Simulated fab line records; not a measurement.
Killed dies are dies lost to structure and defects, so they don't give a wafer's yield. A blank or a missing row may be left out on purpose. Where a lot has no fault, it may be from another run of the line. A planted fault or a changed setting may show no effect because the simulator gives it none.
Which tool was responsible? -- flow n5Finfet -- Sampling: 12 lots, 36 wafers, 2 of 1938 route steps

## WHAT THE GAUGES READ, wafer by wafer
N5_BEOL_M0_SAQP_INSPECT_16: inspects for defects (brightfield).
lot,measured,on,rawDefectCount
L075,day 5 20:25,defectInspect-02,404 283 528
L077,day 6 03:41,defectInspect-01,340 405 497
L079,day 6 17:24,defectInspect-02,556 395 389
L081,day 7 04:01,defectInspect-01,519 570 312
L083,day 7 18:14,defectInspect-02,427 610 468
L085,day 8 09:40,defectInspect-02,461 552 399
L087,day 8 18:38,defectInspect-02,620 400 577
L089,day 9 02:30,defectInspect-01,585 472 522
L091,day 9 14:16,defectInspect-02,573 372 636
L093,day 10 02:23,defectInspect-02,419 486 481
L095,day 10 20:21,defectInspect-02,410 393 463
L097,day 11 08:27,defectInspect-02,486 416 349

## WHICH TOOL RAN EACH LOT (tool, then ch and the chambers of the sampled wafers, then the start)
lot,N5_BEOL_M0_SAQP_HM_DEP_111
L075,"pecvd-02 ch 0,1,2, day 5 20:02"
L077,"pecvd-03 ch 0,1, day 6 03:11"
L079,"pecvd-03 ch 1,2, day 6 17:01"
L081,"pecvd-01 ch 0,2, day 7 03:38"
L083,"pecvd-03 ch 0,2, day 7 17:44"
L085,"pecvd-02 ch 0,1,2, day 8 09:17"
L087,"pecvd-01 ch 1,2, day 8 18:15"
L089,"pecvd-01 ch 0,1,2, day 9 02:01"
L091,"pecvd-03 ch 0,1,2, day 9 13:46"
L093,"pecvd-01 ch 0,1, day 10 01:59"
L095,"pecvd-03 ch 0,1, day 10 19:51"
L097,"pecvd-02 ch 0,1, day 11 07:57"
- N5_BEOL_M0_SAQP_HM_DEP_111: deposits SiO2 from SiH4/N2O, target thk 12 nm, time 7.2 s.

## THE ANSWER, worked out from the rows above alone
Rule: what is usual is taken from the lots themselves. The widest of any qualifying gaps counts: lots, ordered by their means at a reading, are off when they make up no more than a third of the lots, leave a main group of 4 or more, and stand apart from it by 3 or more times the standard deviation of that group's means. A main group whose means are all the same, to the digits that the tables above print for the reading, isn't used. A lot without any number at a reading at which 4 lots or more have one is off too. The other lots that the step has rows for count as sound.
No lot is off on any of the readings shown, so nothing can be concluded from this.

## WHAT HAD BEEN PUT IN BY THE SIMULATOR
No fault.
